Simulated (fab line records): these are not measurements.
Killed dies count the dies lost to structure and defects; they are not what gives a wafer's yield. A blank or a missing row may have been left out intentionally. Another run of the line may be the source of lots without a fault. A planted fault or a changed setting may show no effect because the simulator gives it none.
One fault seen from 2 desks | flow n5Finfet | numbers are kept per desk, each desk with only its own; the story behind them comes last

TOOL OWNER'S DESK, rieSi-06
The tool's own readings at N5_FIN_SAQP_ETCH_64 (etches SiO2 in CF4, target depth 1.5 nm): means of the sampled wafers that have a number, for each lot that ran on this tool. Marked OUT: a lot whose mean sits more than 4 standard deviations from the usual mean, which makes it out of limits; the brackets give that distance.
Columns: A = cf4FlowSccm at N5_FIN_SAQP_ETCH_64, usual 80.00 sccm; B = drypumpMotorCurrentA at N5_FIN_SAQP_ETCH_64, usual 5.7 A; C = oesProductAu at N5_FIN_SAQP_ETCH_64, usual 0.994 a.u.; D = throttleValvePct at N5_FIN_SAQP_ETCH_64, usual 21.77 %
lot  | first seen here | A     | B   | C     | D
L824 | day 2 09:04     | 80.14 | 5.4 | 0.989 | 21.74
L830 | day 3 20:53     | 80.01 | 5.8 | 1.001 | 22.02
L832 | day 4 09:37     | 79.90 | 5.6 | 0.941 | 21.92
L835 | day 5 08:47     | 80.01 | 5.9 | 0.946 | 21.88
Finding of this desk: none of the 4 lots has anything out of limits.

FROM THE METROLOGY DESK
Lot by lot, what the gauges showed, no matter which tool ran the lot: averages of those sampled wafers that carry a number. Marked OUT: a lot whose mean sits more than 4 standard deviations from the usual mean, which makes it out of limits; the brackets give that distance. Of its 11 readings 7 are shown: those that lie furthest out on some lot.
Columns: A = DIBL_P at N5_BEOL_M4_RC_MEAS_101, usual 36.7 mV/V; B = IOFF_P at N5_BEOL_M4_RC_MEAS_101, usual 0.22 nA/um; C = ION_N at N5_BEOL_M4_RC_MEAS_101, usual 672 uA/um; D = ION_P at N5_BEOL_M4_RC_MEAS_101, usual 461 uA/um; E = SS_N at N5_BEOL_M4_RC_MEAS_101, usual 71.6 mV/dec; F = VT_N at N5_BEOL_M4_RC_MEAS_101, usual 250 mV; G = VT_P at N5_BEOL_M4_RC_MEAS_101, usual -250 mV
lot  | first seen here | A    | B    | C   | D   | E    | F   | G
L824 | day 2 06:56     | 34.6 | 0.23 | 673 | 469 | 71.5 | 250 | -245
L825 | day 2 13:31     | 39.2 | 0.22 | 661 | 454 | 72.7 | 253 | -251
L827 | day 3 01:11     | 35.4 | 0.19 | 661 | 452 | 71.2 | 249 | -249
L830 | day 3 18:52     | 36.7 | 0.21 | 686 | 463 | 71.9 | 249 | -252
L832 | day 4 07:34     | 37.2 | 0.20 | 672 | 462 | 71.7 | 253 | -254
L835 | day 5 06:28     | 36.3 | 0.22 | 674 | 464 | 71.3 | 251 | -250
L840 | day 6 07:16     | 38.0 | 0.26 | 683 | 468 | 72.0 | 245 | -247
L844 | day 7 08:41     | 38.5 | 0.19 | 661 | 451 | 71.9 | 253 | -254
L845 | day 7 12:47     | 34.6 | 0.21 | 672 | 465 | 71.7 | 249 | -250
Finding of this desk: none of the 9 lots has anything out of limits.

BROUGHT TOGETHER
Nothing out of limits was seen by the tool owner's desk.
The metrology desk saw nothing out of limits.

WHAT WAS PUT IN BY THE SIMULATOR
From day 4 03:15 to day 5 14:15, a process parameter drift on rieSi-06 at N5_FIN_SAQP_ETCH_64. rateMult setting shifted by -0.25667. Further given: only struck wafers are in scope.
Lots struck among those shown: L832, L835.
